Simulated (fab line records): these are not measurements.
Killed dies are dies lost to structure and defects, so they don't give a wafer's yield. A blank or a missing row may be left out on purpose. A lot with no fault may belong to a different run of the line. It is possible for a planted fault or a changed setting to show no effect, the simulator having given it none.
fab line records | flow n5_finfet
[record] lots = 4 | wafers = 12 | last_day = 17
route steps=1938 shown BEOL_M4@1099 BEOL_M5@1112 BEOL_M9@1458 BEOL_M15@1830 PASSIVATION@1936
lots that met no fault: taken from a fault-free run of the same line
start_h: hours from the record's opening day to when the first of the lot's shown wafers began | wait_h: hours from the lot's prior step to this one | " as in the row above | L1.1+2: a single row standing in for several wafers | - no value, or no start was given | * or withheld: withheld | < > ~ a bound
route shown NAME@n: NAME is a module with steps in the file, n the number in the route of the first one | usual: mean/standard deviation taken from wafers without a fault | same: alike in all rows | chamber/n: place in a boat | sites: per-site readings | _std_site: standard deviation of those values | _edge_site: outer sites' mean less inner sites' | radius_mm: how far each site lies from the wafer's centre | mask NAME#n: copy n | behind: the tool/chamber that last shaped the wafer | hold: why the lot went on hold/how many hours it stayed there/how the hold came to an end | device: the n, p or np transistor that did not switch | end of line: tests of these same wafers at the route's end | a step given without rows: its recipe and nothing more | killed: dies lost to structure and defects at the first sort, not the wafer's yield | map: shows each die of a wafer: x if killed, . if not, _ if none is there
set.NAME: setting as actually run; set.NAME@STEP: the setting as run at that earlier step | model.NAME: the simulator's own value behind a step, which no gauge read
a table for each step, a row for each wafer; lots at some steps of the route
services: a tool's chamber out of use, with start hour (start_h, from the record's first day; less than 0 if before it), hours out, and reason
[[steps]]
[step N5_BEOL_M4_ANNEAL_95]
[recipe] temp_c = 400 | time_s = 240 | ambient = vacuum
[step N5_BEOL_M4_SPUTTER_96]
[recipe] material = Cu | target_thk_a = 45 | temp_c = -20 | chamber_pressure_pa = 0.07 | power_w = withheld | time_s = 8.29
[step N5_BEOL_M4_ECD_50]
[recipe] material = Cu | target_thk_a = 3000
[step N5_BEOL_M4_ANNEAL_51]
[recipe] temp_c = 225 | time_s = 90 | ambient = N2
[step N5_BEOL_M4_CMP_52]
[recipe] stop_on = SiOC | t_overpolish_s = 6.8 | down_force_psi = 1 | platen_rpm = 50 | clearing_platen_down_force_psi = 1.5 | clearing_platen_rpm = 50 | post_cmp_clean = cu_alkaline | target_thk_nm = 40 | clearing_platen_pad_velocity_m_s = 0.99484 | pad_velocity_m_s = 0.99484
[step N5_BEOL_M4_PRE_CLEAN_60]
[recipe] gas = NH3/H2 | time_s = 15 | temp_c = * | rf_power_w = 300
[step N5_BEOL_M4_CO_CAP_55]
[recipe] material = Co | target_thk_a = 20 | temp_c = 200 | precursor = CCTBA/H2 | pressure_torr = 30 | time_s = 102.1
[step N5_BEOL_M4_PRE_CLEAN_56]
[recipe] gas = NH3 | time_s = 15 | temp_c = withheld | rf_power_w = 300
[step N5_BEOL_M4_DEP_57]
[recipe] material = SiCN | target_thk_a = 80 | temp_c = withheld | precursor = 3MS/NH3 | pressure_torr = 3 | rf_w = 202 | time_s = 14
[step N5_BEOL_M4_RC_MEAS_101]
[usual] DIBL_N = 36.5/1.7 | DIBL_P = 36.3/2.1 | IOFF_N = 0.16/0.036 | IOFF_P = 0.21/0.037 | ION_N = 676/12 | ION_P = 462/7.6 | SS_N = 71.5/0.68 | SS_P = 73.3/0.63 | VT_N = 249/3.5 | VT_P = -250/3.5
lot.wafer | tool      | chamber | start_h | wait_h | DIBL_N[mV/V] | DIBL_P[mV/V] | IOFF_N[nA/um] | IOFF_P[nA/um] | ION_N[uA/um] | ION_P[uA/um] | SS_N[mV/dec] | SS_P[mV/dec] | VT_N[mV] | VT_P[mV]
L155.1    | prober-02 | 0       | 205.98  | 0.0    | 36.8         | 34.6         | 0.14          | 0.19          | 664          | 450          | 71.5         | 73.2         | 253      | -249
L155.4    | "         | 0       | "       | "      | 34.4         | 32.0         | 0.11          | 0.16          | 659          | 457          | 70.5         | 71.9         | 255      | -252
L155.5    | "         | 0       | "       | "      | 36.6         | 34.1         | 0.13          | 0.19          | 665          | 454          | 71.0         | 72.5         | 253      | -253
L162.1    | prober-02 | 0       | 254.55  | 0.0    | 33.8         | 32.1         | 0.12          | 0.19          | 656          | 465          | 71.3         | 72.7         | 252      | -247
L162.2    | "         | 0       | "       | "      | 36.8         | 35.5         | 0.16          | 0.24          | 676          | 466          | 71.8         | 73.0         | 248      | -247
L162.6    | "         | 0       | "       | "      | 36.5         | 35.6         | 0.16          | 0.24          | 670          | 467          | 71.1         | 72.9         | 248      | -247
L164.3    | prober-02 | 0       | 264.86  | 0.3    | 34.2         | 33.4         | 0.12          | 0.17          | 672          | 452          | 71.2         | 72.9         | 253      | -256
L164.4    | "         | 0       | "       | "      | 32.4         | 32.4         | 0.10          | 0.16          | 642          | 452          | 70.6         | 72.3         | 258      | -253
L164.5    | "         | 0       | "       | "      | 32.5         | 32.3         | 0.10          | 0.16          | 668          | 457          | 70.8         | 72.6         | 256      | -253
L170.2    | prober-01 | 0       | 293.56  | 0.2    | 38.9         | 37.2         | 0.18          | 0.22          | 684          | 462          | 72.2         | 73.6         | 248      | -248
L170.4    | "         | 0       | "       | "      | 38.2         | 37.5         | 0.17          | 0.22          | 685          | 462          | 71.6         | 73.3         | 247      | -250
L170.5    | "         | 0       | "       | "      | 38.9         | 38.1         | 0.18          | 0.22          | 685          | 469          | 72.0         | 73.5         | 248      | -248
[step N5_BEOL_M5_ILD_DEP_00]
[recipe] material = SiCOH_lowk | target_thk_a = 1406.4 | temp_c = 300 | precursor = DEMS/porogen | pressure_torr = 5 | rf_w = 500 | time_s = 25.9
[step N5_BEOL_M5_CURE_79]
[recipe] temp_c = 385 | time_s = 240 | ambient = He/Ar | material = SiCOH_lowk
[step N5_BEOL_M5_PECVD_70]
[recipe] material = SiO2 | target_thk_a = 160 | temp_c = 400 | precursor = TEOS/O2 | pressure_torr = 5.5 | rf_w = 450 | teos_flow_sccm = 53.8 | gas = O2 | flow_sccm = 3000 | time_s = 18
[step N5_BEOL_M5_HM_DEP_02]
[recipe] material = TiN | target_thk_a = 200 | temp_c = 25 | chamber_pressure_pa = 0.49996
[step N5_BEOL_M5_COAT_59]
[recipe] resist = SOC | temp_c = 250 | time_s = 60 | spin_rpm = 1500 | resist_thk_nm = 60
[step N5_BEOL_M5_COAT_60]
[recipe] resist = SiARC | temp_c = 220 | time_s = 60 | spin_rpm = 1500 | resist_thk_nm = 12
[step N5_BEOL_M5_COAT_71]
[recipe] resist = underlayer | temp_c = 205 | time_s = 60 | spin_rpm = 1500 | resist_thk_nm = 5
[step N5_BEOL_M5_COAT_05]
[recipe] resist = CAR-EUV | spin_rpm = 1500 | resist_thk_nm = 30
[step N5_BEOL_M5_EBR_07]
[recipe] solvent = PGMEA | ebr_width_mm = 1.5
[step N5_BEOL_M5_SOFTBAKE_06]
[recipe] temp_c = 110 | time_s = 60 | resist = CAR-EUV
[step N5_BEOL_M5_EXPOSE_08]
[recipe] mask_id = M5 | na = 0.33 | source_shape = annular | sigma_inner = 0.4 | sigma_outer = 0.8 | polarization = unpolarized | target_cd_nm = 28 | dose_mj = 35.75
[step N5_BEOL_M5_PEB_09]
[recipe] peb_temp_c = 100 | peb_time_s = 60 | resist = CAR-EUV
[step N5_BEOL_M5_DEVELOP_10]
[recipe] develop_time_s = 30 | developer = TMAH | resist = CAR-EUV | rinse_liquid = surfactant_rinse | dry = air_spin | dev_temp_c = 23
[step N5_BEOL_M5_DESCUM_16]
[recipe] chemistry = O2 | time_s = 7 | source_power_w = 50 | bias_power_w = 20 | pressure_mtorr = 20 | rf_frequency_hz = 2.712e+07 | temp_c = 40 | resist = CAR-EUV | o2_flow_sccm = 225
[step N5_BEOL_M5_ETCH_72]
[recipe] chemistry = N2/H2 | target = underlayer | target_depth_a = 65 | mask_material = CAR-EUV | time_s = 5.2 | ion_energy_ev = 200 | pressure_mtorr = 30 | source_w = 840 | bias_w = 150 | n2_flow_sccm = 200 | h2_flow_sccm = 200 | ends = cleared
[step N5_BEOL_M5_ETCH_61]
[recipe] chemistry = CF4 | target = SiARC | target_depth_a = 156 | mask_material = CAR-EUV | time_s = 26 | ion_energy_ev = 80 | pressure_mtorr = 40 | source_w = 545 | bias_w = 36 | Ar_flow_sccm = 100 | cf4_flow_sccm = 100 | ends = cleared
[step N5_BEOL_M5_ETCH_62]
[recipe] chemistry = N2/H2 | target = SOC | target_depth_a = 750 | overetch_a = 150 | mask_material = SiARC | temp_c = 40 | time_s = 112.5 | ion_energy_ev = 200 | pressure_mtorr = 30 | source_w = 840 | bias_w = 150 | n2_flow_sccm = 200 | h2_flow_sccm = 200
[step N5_BEOL_M5_STRIP_63]
[recipe] chemistry = N2/H2 | temp_c = 40 | n2_flow_sccm = 200 | h2_flow_sccm = 200 | rf_frequency_hz = 6e+07
[step N5_BEOL_M5_STRIP_73]
[recipe] chemistry = N2/H2 | temp_c = 40 | n2_flow_sccm = 200 | h2_flow_sccm = 200 | rf_frequency_hz = 6e+07
[step N5_BEOL_M5_STRIP_64]
[recipe] chemistry = CF4 | resist = SiARC | power_w = 300 | bias_power_w = 75 | pressure_mtorr = 50 | cf4_flow_sccm = 150 | rf_frequency_hz = 6e+07
[step N5_BEOL_M5_HM_OPEN_17]
[recipe] chemistry = Cl2/BCl3 | target_depth_a = 200 | overetch_a = 60 | target = TiN | mask_material = SOC | ion_energy_ev = 150 | pressure_mtorr = 10 | icp_w = 1000 | bias_w = 126 | Cl2_flow_sccm = 53.25 | bcl3_flow_sccm = 21.75 | Ar_flow_sccm = 25
[step N5_BEOL_M5_STRIP_19]
[recipe] chemistry = O2 | power_w = 400 | temp_c = 40 | pressure_mtorr = 30 | rf_frequency_hz = 6e+07 | bias_power_w = 0 | overash_fraction = 0.2 | o2_flow_sccm = 225
[step N5_BEOL_M5_COAT_65]
[recipe] resist = SOC | temp_c = 250 | time_s = 60 | spin_rpm = 1500 | resist_thk_nm = 60
[step N5_BEOL_M5_COAT_66]
[recipe] resist = SiARC | temp_c = 220 | time_s = 60 | spin_rpm = 1500 | resist_thk_nm = 12
[step N5_BEOL_M9_ALD_74]
[recipe] material = TaN | target_thk_a = 20 | temp_c = 275 | ald_precursor_family = PDMAT | ald_co_reactant = NH3 | pressure_torr = 3 | carrier_flow_sccm = 1500 | pulse_time_s = 2 | purge_time_s = 3 | co_reactant_purge_time_s = 2 | co_reactant_pulse_time_s = 3 | ald_cycles = 40 | precursor_vessel_temp_c = 75 | precursor_vessel_pressure_torr = 26.25 | precursor_vessel_carrier_sccm = 1000
[usual] ald_cycles = 40/0 | heater_power_w = 421/41
[same] co_reactant_pulse_time_s = 3
lot.wafer | tool         | chamber | start_h | wait_h | ald_cycles | heater_power_w | model.TaN_of_BEOL_M9_ALD_74.thk_nm
L155.1    | ald_metal-01 | 0       | 250.35  | 0.0    | 40         | 453            | 2
L155.4    | "            | 2       | "       | "      | 40         | 429            | 2
L155.5    | "            | 3       | "       | "      | 40         | 383            | 2
L162.1    | ald_metal-01 | 3       | 303.19  | 0.2    | 40         | 383            | 2
L162.2    | "            | 1       | "       | "      | 18         | 413            | 0.8
L162.6    | "            | 3       | "       | "      | 18         | 379            | 0.8
L164.3    | ald_metal-01 | 1       | 309.74  | 0.0    | 40         | 414            | 2
L164.4    | "            | 3       | "       | "      | 18         | 378            | 0.8
L164.5    | "            | 3       | "       | "      | 40         | 391            | 2
L170.2    | ald_metal-04 | 3       | 339.13  | 0.1    | 40         | 380            | 2
L170.4    | "            | 1       | "       | "      | 40         | 422            | 2
L170.5    | "            | 3       | "       | "      | 40         | 393            | 2
[step N5_BEOL_M15_RC_MEAS_101]
[usual] COMB_M10 = 1.45e-11/2.9e-12 | COMB_M11 = 1.48e-11/3e-12 | COMB_M12 = 6.5e-12/1.3e-12 | COMB_M13 = 4.9e-12/9.5e-13 | COMB_M14 = 3.9e-12/8e-13 | COMB_M15 = 2.8e-12/6.1e-13 | COMB_M15_max_site = 3.9e-12/9.7e-13 | COMB_M5 = 3.7e-11/7.1e-12 | COMB_M6 = 2.6e-11/5e-12 | COMB_M7 = 2.7e-11/5.7e-12 | COMB_M8 = 2.5e-11/5e-12 | COMB_M9 = 1.5e-11/3.1e-12 | COMB_M9_max_site = 2.1e-11/5.3e-12 | SERP_M10 = 3.10/0.077 | SERP_M11 = 3.05/0.08 | SERP_M12 = 0.636/0.017 | SERP_M13 = 0.307/0.0053 | SERP_M14 = 0.160/0.0045 | SERP_M5 = 38.6/1.9 | SERP_M6 = 14.0/0.57 | SERP_M7 = 13.6/0.63 | SERP_M8 = 13.7/0.53 | SERP_M9 = 3.05/0.1
lot.wafer | tool      | chamber | start_h | wait_h | COMB_M10[S/m] | COMB_M11[S/m] | COMB_M12[S/m] | COMB_M13[S/m] | COMB_M14[S/m] | COMB_M15[S/m] | COMB_M15_max_site[S/m] | COMB_M5[S/m] | COMB_M6[S/m] | COMB_M7[S/m] | COMB_M8[S/m] | COMB_M9[S/m] | COMB_M9_max_site[S/m] | SERP_M10[ohm/um] | SERP_M11[ohm/um] | SERP_M12[ohm/um] | SERP_M13[ohm/um] | SERP_M14[ohm/um] | SERP_M5[ohm/um] | SERP_M6[ohm/um] | SERP_M7[ohm/um] | SERP_M8[ohm/um] | SERP_M9[ohm/um]
L155.1    | prober-01 | 0       | 295.49  | 0.0    | 1.39e-11      | 1.94e-11      | 7e-12         | 5.5e-12       | 5.4e-12       | 2.4e-12       | 2.7e-12                | 4.5e-11      | 2e-11        | 1.8e-11      | 2.8e-11      | 1.3e-11      | 1.9e-11               | 3.14             | 3.23             | 0.660            | 0.309            | 0.158            | 36.0            | 13.5            | 13.6            | 14.1            | 2.89
L155.4    | "         | 0       | "       | "      | 1.42e-11      | 1.88e-11      | 6.9e-12       | 7.4e-12       | 5e-12         | 2.4e-12       | 3.1e-12                | 3e-11        | 3.8e-11      | 2e-11        | 2.7e-11      | 1e-11        | 1.2e-11               | 2.99             | 3.16             | 0.628            | 0.307            | 0.158            | 36.0            | 15.1            | 13.4            | 13.6            | 3.02
L155.5    | "         | 0       | "       | "      | 8.9e-12       | 1.73e-11      | 5.4e-12       | 6.2e-12       | 3.7e-12       | 2.9e-12       | 3.4e-12                | 3.4e-11      | 2.5e-11      | 2.3e-11      | 2.4e-11      | 1.2e-11      | 1.5e-11               | 3.01             | 3.16             | 0.630            | 0.312            | 0.159            | 35.5            | 13.9            | 14.4            | 13.3            | 3.04
L162.1    | prober-01 | 0       | 347.18  | 0.3    | 1.47e-11      | 1.28e-11      | 6.8e-12       | 5.2e-12       | 5.9e-12       | 3.2e-12       | 4.6e-12                | 4.5e-11      | 3.2e-11      | 3.9e-11      | 2.4e-11      | 1.2e-11      | 1.6e-11               | 3.00             | 3.20             | 0.618            | 0.311            | 0.161            | 43.3            | 14.8            | 13.2            | 13.7            | 3.24
L162.2    | "         | 0       | "       | "      | 1.39e-11      | 1.33e-11      | 6.1e-12       | 5e-12         | 5.7e-12       | 2.6e-12       | 3.5e-12                | 4.8e-11      | 2.7e-11      | 2.4e-11      | 2.2e-11      | 2.63e-10     | 4.21e-10              | 3.02             | 3.08             | 0.619            | 0.295            | 0.151            | 37.6            | 13.6            | 13.1            | 13.3            | 2.96
L162.6    | "         | 0       | "       | "      | 1.14e-11      | 1.43e-11      | 4.4e-12       | 5.2e-12       | 4.3e-12       | 3.2e-12       | 4e-12                  | 5.1e-11      | 3.3e-11      | 2.9e-11      | 4.3e-11      | 2e-10        | 3.41e-10              | 3.18             | 3.03             | 0.613            | 0.311            | 0.157            | 38.6            | 14.6            | 13.1            | 13.1            | 3.04
L164.3    | prober-02 | 0       | 359.89  | 0.3    | 1.02e-11      | 1.23e-11      | 6.1e-12       | 4.7e-12       | 4.6e-12       | 2.5e-12       | 3.2e-12                | 3.5e-11      | 2.5e-11      | 2.3e-11      | 3.6e-11      | 1.7e-11      | 2e-11                 | 3.27             | 2.98             | 0.658            | 0.311            | 0.160            | 36.1            | 13.0            | 14.6            | 15.1            | 2.86
L164.4    | "         | 0       | "       | "      | 1.02e-11      | 1.56e-11      | 6e-12         | 4.9e-12       | 4.7e-12       | 2.2e-12       | 2.7e-12                | 3e-11        | 3.6e-11      | 2.2e-11      | 3.6e-11      | 1.94e-10     | 2.61e-10              | 3.24             | 3.06             | 0.639            | 0.303            | 0.165            | 40.2            | 12.9            | 14.5            | 13.3            | 2.89
L164.5    | "         | 0       | "       | "      | 1.44e-11      | 1.61e-11      | 5e-12         | 3.9e-12       | 3.9e-12       | 2.1e-12       | 3.4e-12                | 3.6e-11      | 2.7e-11      | 2.6e-11      | 2.3e-11      | 1.8e-11      | 2.4e-11               | 3.14             | 3.06             | 0.652            | 0.302            | 0.159            | 36.6            | 13.7            | 15.2            | 13.7            | 3.11
L170.2    | prober-01 | 0       | 381.93  | 0.2    | 1.4e-11       | 1.46e-11      | 9.8e-12       | 4.8e-12       | 3.5e-12       | 3.3e-12       | 4.7e-12                | 4e-11        | 3.1e-11      | 2.4e-11      | 3.2e-11      | 1.2e-11      | 1.9e-11               | 3.13             | 3.15             | 0.657            | 0.312            | 0.157            | 38.5            | 14.1            | 14.1            | 13.4            | 2.90
L170.4    | "         | 0       | "       | "      | 1.75e-11      | 1.68e-11      | 7.6e-12       | 4.4e-12       | 3.8e-12       | 2.9e-12       | 3.3e-12                | 3.5e-11      | 2.9e-11      | 3.2e-11      | 2.7e-11      | 1.9e-11      | 3.5e-11               | 3.19             | 3.15             | 0.675            | 0.314            | 0.155            | 39.4            | 14.1            | 14.2            | 13.7            | 3.04
L170.5    | "         | 0       | "       | "      | 2.07e-11      | 1.21e-11      | 8.1e-12       | 5.3e-12       | 4.9e-12       | 3.7e-12       | 4.6e-12                | 3.4e-11      | 2.1e-11      | 3.1e-11      | 2.3e-11      | 1.5e-11      | 2e-11                 | 3.19             | 3.13             | 0.644            | 0.309            | 0.155            | 37.3            | 13.4            | 14.4            | 13.8            | 3.00
// sites COMB_M9 radius_mm=0,75,75,75,75,140,140,140,140
L155.1 9e-12 1.8e-11 1.7e-11 1.9e-11 1.6e-11 1.1e-11 1.3e-11 1e-11 1.2e-11
L162.1 1.6e-11 1.2e-11 5e-12 1.2e-11 1.2e-11 8e-12 1.3e-11 1e-11 1.3e-11
L164.3 1.9e-11 1.6e-11 1.7e-11 1.8e-11 1.8e-11 2e-11 1.1e-11 1.4e-11 9e-12
L170.2 1.2e-11 1e-11 1.1e-11 1.9e-11 1.2e-11 1.1e-11 1.5e-11 1.4e-11 1.4e-11
[step N5_PASSIVATION_PROBE_49]
[usual] defect_limited_yield = 91.4/1.5 | killed_at_M0_to_M3 = 34/12 | killed_at_M4_up = 12/4.9 | killed_at_contacts = 13/7.2 | killed_at_front_end = 39/12 | killed_at_other = 3.7/2.9 | killed_dies = 101/18 | killed_open = 67/14 | killed_short = 33/7.2 | sort_bin_4_leakage = 0.00/0.022 | sort_bin_5_function = 5.1/0.97 | sort_bin_6_memory = 3.2/0.67 | sort_n_pass = 1079/17 | sort_yield_pct = 91.4/1.5
[same] gross_dies = 1180 | killed_at_back_side = 0 | sort_bin_8_speed[%] = 0
lot.wafer | tool      | chamber | start_h | wait_h | defect_limited_yield[%] | killed_at_M0_to_M3 | killed_at_M4_up | killed_at_contacts | killed_at_front_end | killed_at_other | killed_dies | killed_open | killed_short | sort_bin_4_leakage[%] | sort_bin_5_function[%] | sort_bin_6_memory[%] | sort_n_pass | sort_yield_pct[%]
L155.1    | prober-01 | -       | 309.07  | 0.0    | 90.9                    | 40                 | 23              | 3                  | 39                  | 2               | 107         | 71          | 36           | 0                     | 5.1                    | 3.7                  | 1073        | 90.9
L155.4    | prober-01 | -       | 309.22  | 0.2    | 91.4                    | 25                 | 17              | 11                 | 47                  | 2               | 102         | 67          | 35           | 0                     | 5.1                    | 3.4                  | 1078        | 91.4
L155.5    | prober-01 | -       | 309.27  | 0.2    | 90.2                    | 28                 | 17              | 15                 | 55                  | 1               | 116         | 71          | 45           | 0                     | 5.9                    | 3.5                  | 1064        | 90.2
L162.2    | prober-01 | -       | 364.34  | 0.1    | 90.9                    | 18                 | 22              | 20                 | 46                  | 1               | 107         | 58          | 35           | 0.93                  | 4.7                    | 3.0                  | 1073        | 90.9
L162.6    | prober-01 | -       | 364.54  | 0.3    | 91.6                    | 23                 | 27              | 8                  | 39                  | 2               | 99          | 50          | 27           | 1.61                  | 3.6                    | 3.1                  | 1081        | 91.6
L164.4    | prober-01 | -       | 373.86  | 0.2    | 89.4                    | 33                 | 37              | 8                  | 44                  | 3               | 125         | 75          | 36           | 1.19                  | 4.9                    | 4.2                  | 1055        | 89.4
L170.2    | prober-01 | -       | 398.19  | 0.2    | 90.3                    | 32                 | 16              | 14                 | 52                  | 0               | 114         | 79          | 32           | 0                     | 5.3                    | 3.8                  | 1066        | 90.3
L170.4    | prober-01 | -       | 398.29  | 0.3    | 91.9                    | 32                 | 10              | 12                 | 42                  | 0               | 96          | 68          | 27           | 0                     | 4.9                    | 3.0                  | 1084        | 91.9
L170.5    | prober-01 | -       | 398.34  | 0.3    | 89.2                    | 35                 | 13              | 19                 | 58                  | 2               | 127         | 86          | 39           | 0                     | 6.2                    | 4.3                  | 1053        | 89.2
// killed by level:class
L155.1 BEOL_M3:geometric_particle:open=14 BEOL_M4:geometric_particle:open=9 GATE_CUT:geometric_particle:short=8 FIN_SAQP:geometric_particle:open=7 STI_FIN_REVEAL:geometric_particle:open=7 BEOL_M0_SAQP:geometric_particle:short=6 BEOL_M2:geometric_particle:open=6 FIN_SAQP:geometric_particle:short=5
L155.4 GATE_CUT:geometric_particle:short=12 MOL_CONTACT_COAG:geometric_particle:open=10 BEOL_M3:geometric_particle:open=9 STI_FIN_REVEAL:geometric_particle:open=7 FIN_SAQP:geometric_particle:open=6 BEOL_M6:geometric_particle:open=6 FIN_SAQP:geometric_particle:short=5 BEOL_M2:geometric_particle:open=5
L155.5 STI_FIN_REVEAL:geometric_particle:open=14 BEOL_M4:geometric_particle:open=11 GATE_CUT:geometric_particle:short=10 BEOL_M0_SAQP:geometric_particle:short=10 MOL_CONTACT_COAG:geometric_particle:open=8 MOL_CONTACT_COAG:geometric_particle:short=7 DUMMY_GATE:geometric_particle:open=6 BEOL_M2:geometric_particle:open=6
L162.2 FIN_SAQP:geometric_particle:open=14 MOL_CONTACT_COAG:geometric_particle:open=14 M9:area_ald=11 GATE_CUT:geometric_particle:short=7 MOL_CONTACT_COAG:geometric_particle:short=6 BEOL_M3:geometric_particle:open=5 BEOL_M4:geometric_particle:open=5 BEOL_M4:geometric_particle:short=4
L162.6 M9:area_ald=19 STI_FIN_REVEAL:geometric_particle:open=12 MOL_CONTACT_COAG:geometric_particle:open=7 BEOL_M2:geometric_particle:open=7 FIN_SAQP:geometric_particle:short=6 DUMMY_GATE:geometric_particle:open=6 BEOL_M3:geometric_particle:open=5 BEOL_M4:geometric_particle:open=4
L164.4 BEOL_M2:geometric_particle:open=16 BEOL_M4:geometric_particle:open=15 M9:area_ald=14 FIN_SAQP:geometric_particle:open=12 FIN_SAQP:geometric_particle:short=8 MOL_CONTACT_COAG:geometric_particle:open=7 GATE_CUT:geometric_particle:short=6 BEOL_M0_SAQP:geometric_particle:open=6
L170.2 FIN_SAQP:geometric_particle:open=16 FIN_SAQP:geometric_particle:short=14 MOL_CONTACT_COAG:geometric_particle:open=13 BEOL_M1:geometric_particle:open=9 BEOL_M4:geometric_particle:open=7 DUMMY_GATE:geometric_particle:open=6 BEOL_M0_SAQP:geometric_particle:open=6 STI_FIN_REVEAL:geometric_particle:open=5
L170.4 FIN_SAQP:geometric_particle:open=17 FIN_SAQP:geometric_particle:short=11 BEOL_M1:geometric_particle:open=10 MOL_CONTACT_COAG:geometric_particle:open=9 BEOL_M0_SAQP:geometric_particle:open=6 ILD0:geometric_particle:open=4 BEOL_M0_SAQP:geometric_particle:short=4 BEOL_M2:geometric_particle:open=4
L170.5 FIN_SAQP:geometric_particle:open=14 MOL_CONTACT_COAG:geometric_particle:open=14 FIN_SAQP:geometric_particle:short=12 BEOL_M0_SAQP:geometric_particle:open=9 BEOL_M2:geometric_particle:open=7 BEOL_M1:geometric_particle:open=6 STI_FIN_REVEAL:geometric_particle:open=5 MOL_CONTACT_COAG:geometric_particle:short=5
// map L162.2 (x killed, . not)
_________________..x.x.......________________
______________.................x_____________
___________..................x.....__________
__________........................x._________
________..........x.......x.........x._______
_______...........x.............x..x...______
______............x....................._____
_____....x...x..................x........____
____...........xx.........................___
___......xxx......x........x.....x.........__
___.......x....x......x...xx...............__
__.....x.......x..x......................x.._
__.............................x.....x......_
_xx...x........x.................x..x........
_.....x....x...........x......x..x.x.x.......
_....xx.........x............x..x.x.......x..
_..x...........................x.....xxx.....
_.............x........x.....x...............
_........x...x............x........x.........
_....xx....x...x..x............x.............
_...........x...................x............
__..x..........x.x.....................x.x.._
__..........x.....................x........._
___.............x....x....x.x..........x...__
___.x.x............x.....x....x............__
____...............x.....x.............x..___
_____...............x..x.................____
______...x...................x...x......_____
_______.........................x....x.______
________.............................._______
__________.xx....x.....x............_________
___________..x.....................__________
______________.x................_____________
_________________............________________
// map L164.4 (x killed, . not)
_________________............________________
______________.................._____________
___________......x.................__________
__________.........x.....x.x..x...x._________
________.x................x.......x.x._______
_______.x..x......................xx..x______
______..........x......................._____
_____....................................____
____x........................x...x..xx....___
___.x...........................xx.........__
___.xx...x...x..........x..........x.......__
__...x........x..........................x.._
__........x...x..x.........................._
_........x...............x..x......x.........
_..............x............x.............x..
_...x.x.....x...x........x...................
_.x..x.........x............x...........x...x
_.xx...x..x..................................
_....x...x.....x........x.x..................
_.x..x....x...x......x...x..............x....
_.xx.x...............x.............x........x
__......x.............x....................._
__.................x..............x........._
___.....x......xx.x...........x............__
___.......................x............x...__
____........................x.x.......x...___
_____.................................x..____
______............x....x....x.x..x.x...x_____
_______xx......x.x...x.xx.......x......______
________...x.....x..x...x....x......x._______
__________.............x.......x...x_________
___________.....x..x...............__________
______________..x.x...x....x..x._____________
_________________....x..x..x.________________
[[services]]
tool         | chamber | start_h | hours | kind
ald_metal-01 | 2       | 242.19  | 2.9   | repair
ald_metal-04 | -       | 242.66  | 2.8   | pm
[[key]]
[first_sign] step = N5_BEOL_M9_ALD_74 | reading = ald_cycles | direction = down | sigmas = 99+ | usual = * | struck = *
[effect] step = N5_BEOL_M15_RC_MEAS_101 | reading = COMB_M9 | direction = up | sigmas = 65 | usual = 1.5e-11 | struck = 2.19e-10
[effect] step = N5_PASSIVATION_PROBE_49 | reading = sort_bin_4_leakage | direction = up | sigmas = 15 | usual = 0.00 | struck = 1.24
[model_effect] step = N5_BEOL_M9_ALD_74 | value = TaN_of_BEOL_M9_ALD_74.thk_nm | without = 2 | struck = 0.8
met_at N5_BEOL_M9_ALD_74
struck_wafers L162.2,L162.6,L164.4
onset_between 250.35 303.19
[fault] kind = process_parameter_drift | tool = ald_metal-01 | chamber = - | onset_h = 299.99 | steps = N5_BEOL_M9_ALD_74 | channel = ald_cycles | offset = * | shape = step | end_h = 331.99 | scope = struck_wafers_only | acts_in = * | stated = *
